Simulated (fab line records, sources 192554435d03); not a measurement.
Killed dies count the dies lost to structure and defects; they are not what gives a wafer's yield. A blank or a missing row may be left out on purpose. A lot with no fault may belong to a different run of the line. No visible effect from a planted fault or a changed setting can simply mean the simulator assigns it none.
fab line records	flow n5_finfet	part 2 of 2: steps 5 to 6 of 6
[record] lots = 24	wafers = 72	last_day = 20
route steps=1938 shown BEOL_M0_SAQP@639
lots untouched by any fault: they come from a run of this same line in which no faults occurred
start_h: start of the lot's first displayed wafer, in hours after the record's first day	wait_h: hours since the lot's step before	" identical to the entry in the row above	L1.1+2: several wafers, shown together as one row	- no value, or no start given	* or withheld: withheld	< > ~ a bound
route shown NAME@n: names a module that has steps shown in the file, with the first one's number in the route	usual: average and standard deviation across the fault-free wafers	same: alike in all rows	chamber/n: place in a boat	sites: readings site by site	_std_site: the values' standard deviation	_edge_site: outer sites' mean less inner sites'	radius_mm: for every site, how far away it sits from the centre of the wafer	mask NAME#n: copy n	behind: the most recent tool/chamber to have shaped the wafer	hold: why the lot went on hold/how many hours it stayed there/how the hold came to an end	device: the transistor (n, p or np) that didn't switch	end of line: the tests these same wafers got at the end of their route	a step without rows: its recipe alone	killed: count of dies lost to structure and defects at first sort (not the wafer's yield)	map: per-die view of a wafer (x killed, . not killed, _ where there is no die)
set.NAME: the setting as run; set.NAME@STEP: as run at that earlier step	model.NAME: the simulator's own value behind a step, which no gauge read
route steps across a sampled set of lots; one table per step, one row per wafer
services: the hour from which a tool's chamber was out of use, counted from the record's first day as start_h (under 0 if before that day), plus the number of hours and why
[[steps]]
[step N5_BEOL_M0_SAQP_RECESS_114]
[recipe] chemistry = HF/NH3	target = SiO2	target_depth_a = 144	afs_cycles = 3	temp_c = 30	sublimation_temp_c = 180	sublimation_time_s = 60
[usual] drypump_motor_current_A = 5.6/0.63	foreline_p_Torr = 0.1280/0.00041
lot.wafer	tool	chamber	start_h	wait_h	drypump_motor_current_A	foreline_p_Torr
L074.1	vapor_etch-01	1	111.01	0.0	5.3	0.1281
L074.3	"	0	"	"	6.5	0.1282
L074.5	"	0	"	"	6.5	0.1276
L075.2	vapor_etch-02	1	116.76	0.0	5.4	0.1275
L075.3	"	0	"	"	4.9	0.1284
L075.6	"	0	"	"	4.9	0.1287
L076.1	vapor_etch-02	0	120.39	0.0	4.9	0.1275
L076.2	"	1	"	"	5.4	0.1280
L076.4	"	1	"	"	5.4	0.1289
L077.2	vapor_etch-02	1	124.07	0.0	5.4	0.1275
L077.5	"	1	"	"	5.4	0.1283
L077.6	"	0	"	"	4.9	0.1281
L078.1	vapor_etch-01	1	133.82	0.0	5.3	0.1281
L078.4	"	1	"	"	5.3	0.1276
L078.6	"	0	"	"	6.5	0.1284
L079.1	vapor_etch-01	0	138.47	0.0	6.5	0.1278
L079.3	"	1	"	"	5.3	0.1279
L079.5	"	0	"	"	6.5	0.1280
L080.1	vapor_etch-01	0	146.19	0.0	6.6	0.1281
L080.3	"	1	"	"	5.3	0.1282
L080.5	"	1	"	"	5.3	0.1284
L081.2	vapor_etch-02	1	150.81	0.0	5.4	0.1285
L081.5	"	1	"	"	5.4	0.1286
L081.6	"	0	"	"	4.9	0.1288
L082.2	vapor_etch-01	1	154.73	0.0	5.3	0.1283
L082.3	"	1	"	"	5.3	0.1278
L082.5	"	1	"	"	5.3	0.1278
L083.3	vapor_etch-02	0	162.42	0.1	4.9	0.1275
L083.4	"	1	"	"	5.4	0.1278
L083.5	"	1	"	"	5.4	0.1289
L084.2	vapor_etch-02	1	166.76	0.0	5.4	0.1268
L084.4	"	1	"	"	5.4	0.1278
L084.5	"	0	"	"	4.9	0.1276
L085.2	vapor_etch-02	1	176.31	0.3	5.4	0.1285
L085.3	"	0	"	"	4.9	0.1272
L085.4	"	1	"	"	5.4	0.1282
L086.2	vapor_etch-01	0	182.56	0.0	6.5	0.1288
L086.3	"	0	"	"	6.5	0.1283
L086.4	"	1	"	"	5.3	0.1275
L087.1	vapor_etch-01	0	188.60	0.0	6.5	0.1284
L087.4	"	1	"	"	5.3	0.1284
L087.6	"	1	"	"	5.3	0.1285
L088.1	vapor_etch-01	1	193.70	0.0	5.3	0.1277
L088.2	"	0	"	"	6.5	0.1278
L088.4	"	0	"	"	6.5	0.1282
L089.2	vapor_etch-01	0	206.65	0.0	6.5	0.1276
L089.3	"	0	"	"	6.5	0.1273
L089.5	"	1	"	"	5.3	0.1279
L090.2	vapor_etch-01	1	211.55	0.0	5.3	0.1278
L090.3	"	0	"	"	6.5	0.1279
L090.6	"	1	"	"	5.3	0.1280
L091.1	vapor_etch-02	0	225.99	0.0	4.9	0.1279
L091.3	"	1	"	"	5.4	0.1270
L091.6	"	0	"	"	4.9	0.1284
L092.1	vapor_etch-01	0	229.69	0.0	6.5	0.1281
L092.2	"	1	"	"	5.3	0.1280
L092.6	"	1	"	"	5.3	0.1279
L093.3	vapor_etch-02	0	233.88	0.2	4.9	0.1282
L093.4	"	1	"	"	5.4	0.1277
L093.5	"	0	"	"	4.9	0.1286
L094.1	vapor_etch-01	1	237.78	0.0	5.3	0.1283
L094.2	"	0	"	"	6.5	0.1282
L094.3	"	1	"	"	5.3	0.1283
L095.4	vapor_etch-01	0	240.96	0.1	6.6	0.1282
L095.5	"	1	"	"	5.3	0.1276
L095.6	"	0	"	"	6.5	0.1277
L096.2	vapor_etch-01	1	248.64	0.0	5.3	0.1278
L096.3	"	0	"	"	6.5	0.1284
L096.6	"	1	"	"	5.3	0.1278
L097.1	vapor_etch-01	0	252.33	0.0	6.5	0.1277
L097.2	"	1	"	"	5.3	0.1277
L097.5	"	1	"	"	5.3	0.1279
[step N5_BEOL_M0_SAQP_DESCUM_45]
[recipe] chemistry = O2	time_s = 7	source_power_w = 50	bias_power_w = 20	pressure_mtorr = 20	rf_frequency_hz = 2.712e+07	temp_c = 40	resist = CAR-EUV	o2_flow_sccm = 225
[usual] drypump_motor_current_A = 5.6/0.44	o2_flow_sccm = 225.0/0.73	oes_product_au = 0.80/0.097	rf_fwd_power_W = 49.39/0.26	rf_vpp_V = 243.1/1.4	showerhead_plenum_p_Torr = 2.10/0.079	throttle_valve_pct = 20.47/0.21
lot.wafer	tool	chamber	start_h	wait_h	drypump_motor_current_A	o2_flow_sccm	oes_product_au	rf_fwd_power_W	rf_hours_counter_h	rf_vpp_V	showerhead_plenum_p_Torr	throttle_valve_pct
L074.1	rie_diel-06	1	116.34	0.0	5.6	224.2	0.72	49.71	192	244.3	2.17	20.83
L074.3	"	0	"	"	5.2	224.8	0.68	49.47	249	243.1	2.06	20.53
L074.5	"	3	"	"	5.5	224.9	0.71	49.08	-	242.8	2.07	20.61
L075.2	rie_diel-03	0	121.59	0.0	4.7	225.5	0.88	49.43	24	241.8	2.05	20.20
L075.3	"	2	"	"	5.3	225.5	0.72	49.36	220	242.4	1.98	20.62
L075.6	"	2	"	"	5.3	225.3	0.72	49.42	-	240.4	1.98	20.63
L076.1	rie_diel-03	1	124.61	0.0	6.1	225.5	0.73	49.50	204	243.5	2.16	20.48
L076.2	"	2	"	"	5.3	225.7	0.72	49.59	222	241.0	1.98	20.62
L076.4	"	1	"	"	6.0	226.0	0.73	49.48	-	243.1	2.16	20.50
L077.2	rie_diel-03	1	127.55	0.0	6.0	224.1	0.73	49.50	205	244.5	2.16	20.49
L077.5	"	3	"	"	5.5	226.0	1.01	49.10	-	244.8	2.24	20.22
L077.6	"	2	"	"	5.3	225.0	0.71	49.48	-	239.7	1.98	20.61
L078.1	rie_diel-06	3	137.71	0.2	5.4	224.2	0.69	49.10	194	241.4	2.07	20.62
L078.4	"	1	"	"	5.6	226.0	0.71	49.79	201	244.1	2.17	20.84
L078.6	"	2	"	"	6.5	225.9	0.75	49.29	-	242.2	2.01	20.27
L079.1	rie_diel-02	0	143.90	0.0	5.6	226.7	0.95	49.49	8	242.3	2.07	20.34
L079.3	"	3	"	"	5.8	225.0	0.80	49.35	80	241.8	2.03	20.71
L079.5	"	2	"	"	6.0	224.0	0.75	49.58	-	245.2	2.19	20.54
L080.1	rie_diel-02	1	149.82	0.0	6.3	224.3	0.92	49.35	15	244.1	2.14	20.17
L080.3	"	0	"	"	5.6	225.0	0.95	49.04	9	242.2	2.07	20.36
L080.5	"	0	"	"	5.6	224.9	0.94	49.21	-	240.6	2.07	20.34
L081.2	rie_diel-06	2	154.06	0.0	6.4	224.0	0.75	49.67	157	240.2	2.01	20.26
L081.5	"	0	"	"	5.2	224.7	0.97	49.13	-	241.4	2.06	20.22
L081.6	"	1	"	"	5.6	224.9	0.71	50.16	-	243.5	2.17	20.84
L082.2	rie_diel-02	1	159.90	0.8	6.3	225.7	0.91	49.70	18	244.1	2.14	20.18
L082.3	"	3	"	"	5.8	224.4	0.79	49.05	84	240.3	2.03	20.74
L082.5	"	2	"	"	6.0	224.4	0.74	49.61	-	246.2	2.19	20.55
L083.3	rie_diel-06	0	165.67	0.0	5.2	225.1	0.96	49.39	7	241.8	2.06	20.25
L083.4	"	1	"	"	5.6	223.8	0.71	49.56	-	244.0	2.17	20.83
L083.5	"	0	"	"	5.2	224.9	0.97	49.47	-	243.7	2.06	20.24
L084.2	rie_diel-02	1	170.12	0.0	6.3	224.2	0.91	49.21	21	244.7	2.14	20.19
L084.4	"	3	"	"	5.8	224.6	0.79	49.13	87	241.9	2.02	20.74
L084.5	"	2	"	"	6.0	224.7	0.74	49.47	-	244.1	2.19	20.56
L085.2	rie_diel-03	1	180.25	0.1	6.0	224.2	0.72	49.05	218	242.6	2.16	20.50
L085.3	"	2	"	"	5.3	224.2	0.69	49.62	237	243.3	1.98	20.65
L085.4	"	3	"	"	5.5	224.3	0.94	48.96	13	244.6	2.24	20.25
L086.2	rie_diel-03	0	186.45	0.2	4.7	224.5	0.83	49.62	43	242.3	2.05	20.23
L086.3	"	3	"	"	5.5	224.8	0.93	48.78	16	244.1	2.23	20.25
L086.4	"	1	"	"	6.0	224.1	0.72	49.26	220	243.5	2.15	20.52
L087.1	rie_diel-03	2	192.95	0.0	5.3	224.7	0.70	49.40	240	241.1	1.98	20.64
L087.4	"	3	"	"	5.5	225.7	0.92	48.70	17	244.1	2.23	20.27
L087.6	"	2	"	"	5.3	224.5	0.70	49.31	-	242.5	1.98	20.65
L088.1	rie_diel-03	1	197.07	0.0	6.0	224.1	0.71	49.28	223	243.4	2.15	20.51
L088.2	"	3	"	"	5.5	224.5	0.91	48.98	18	245.9	2.23	20.26
L088.4	"	2	"	"	5.3	226.1	0.69	49.49	242	241.8	1.98	20.64
L089.2	rie_diel-03	1	209.92	0.0	6.0	224.9	0.71	49.45	226	243.5	2.15	20.52
L089.3	"	2	"	"	5.3	225.9	0.69	49.20	245	240.5	1.98	20.66
L089.5	"	2	"	"	5.3	224.8	0.70	49.53	-	241.6	1.98	20.67
L090.2	rie_diel-02	0	216.58	0.0	5.7	226.1	0.91	49.39	27	243.5	2.06	20.38
L090.3	"	3	"	"	5.8	223.2	0.77	49.13	97	241.9	2.02	20.75
L090.6	"	1	"	"	6.3	225.2	0.88	49.44	-	243.3	2.13	20.21
L091.1	rie_diel-02	0	229.29	0.0	5.6	225.6	0.90	49.52	33	243.2	2.06	20.40
L091.3	"	2	"	"	6.0	224.8	0.73	49.42	176	243.0	2.18	20.58
L091.6	"	3	"	"	5.8	224.2	0.77	49.23	-	242.9	2.02	20.77
L092.1	rie_diel-06	3	234.23	0.0	5.4	226.6	0.69	49.30	216	242.5	2.06	20.65
L092.2	"	0	"	"	5.2	225.9	0.91	49.31	24	242.3	2.05	20.24
L092.6	"	0	"	"	5.2	225.8	0.91	49.44	-	242.8	2.05	20.25
L093.3	rie_diel-02	2	239.10	0.8	6.0	225.8	0.72	49.49	181	244.6	2.18	20.59
L093.4	"	2	"	"	6.0	225.9	0.72	49.71	-	244.4	2.18	20.59
L093.5	"	3	"	"	5.8	225.1	0.77	49.08	-	241.8	2.02	20.77
L094.1	rie_diel-03	0	241.29	0.0	4.8	223.9	0.82	49.30	60	241.7	2.04	20.23
L094.2	"	3	"	"	5.5	224.8	0.89	48.94	33	243.8	2.23	20.30
L094.3	"	1	"	"	6.0	224.4	0.71	49.52	238	242.6	2.15	20.55
L095.4	rie_diel-06	0	244.33	0.0	5.2	225.3	0.90	49.57	26	241.6	2.05	20.27
L095.5	"	1	"	"	5.6	226.3	0.69	49.89	-	243.7	2.16	20.88
L095.6	"	0	"	"	5.2	225.9	0.90	49.58	-	241.3	2.05	20.27
L096.2	rie_diel-02	0	252.63	0.0	5.6	224.1	0.88	49.78	44	242.0	2.05	20.39
L096.3	"	3	"	"	5.8	224.2	0.76	49.39	115	242.9	2.01	20.78
L096.6	"	2	"	"	6.0	225.3	0.72	49.51	-	245.3	2.18	20.59
L097.1	rie_diel-03	1	256.77	0.0	6.0	224.6	0.70	49.40	243	243.6	2.15	20.56
L097.2	"	3	"	"	5.5	224.5	0.88	48.67	39	244.1	2.23	20.29
L097.5	"	2	"	"	5.3	223.8	0.96	49.51	-	244.8	2.24	20.37
[[services]]
tool	chamber	start_h	hours	kind
rie_diel-03	1	92.93	14.9	repair
rie_diel-03	3	108.35	-	clean
rie_diel-03	3	108.35	-	consumable_replace:focus_ring
rie_diel-03	3	108.35	-	consumable_replace:showerhead
rie_diel-03	3	108.35	18.4	scheduled_down
rie_diel-03	3	108.35	18.4	vent_cycle
vapor_etch-01	-	111.37	14.6	pm
rie_diel-06	2	125.76	11.1	repair
pecvd-04	-	125.78	0.8	pm
rie_diel-03	1	145.19	1.6	repair
rie_diel-06	-	158.33	2.8	pm
pecvd-01	-	162.71	0.8	repair
rie_diel-06	2	163.27	9.2	repair
pecvd-01	0	165.33	2.4	repair
rie_diel-03	-	177.21	0.8	repair
pecvd-01	-	181.09	0.6	repair
pecvd-03	-	208.55	0.7	repair
rie_diel-02	2	214.00	6.4	repair
pecvd-03	2	214.61	14.7	repair
rie_diel-02	1	219.30	40.8	repair
rie_diel-03	2	225.34	-	clean
rie_diel-03	2	225.34	-	consumable_replace:focus_ring
rie_diel-03	2	225.34	-	consumable_replace:showerhead
rie_diel-06	3	252.54	2.8	repair
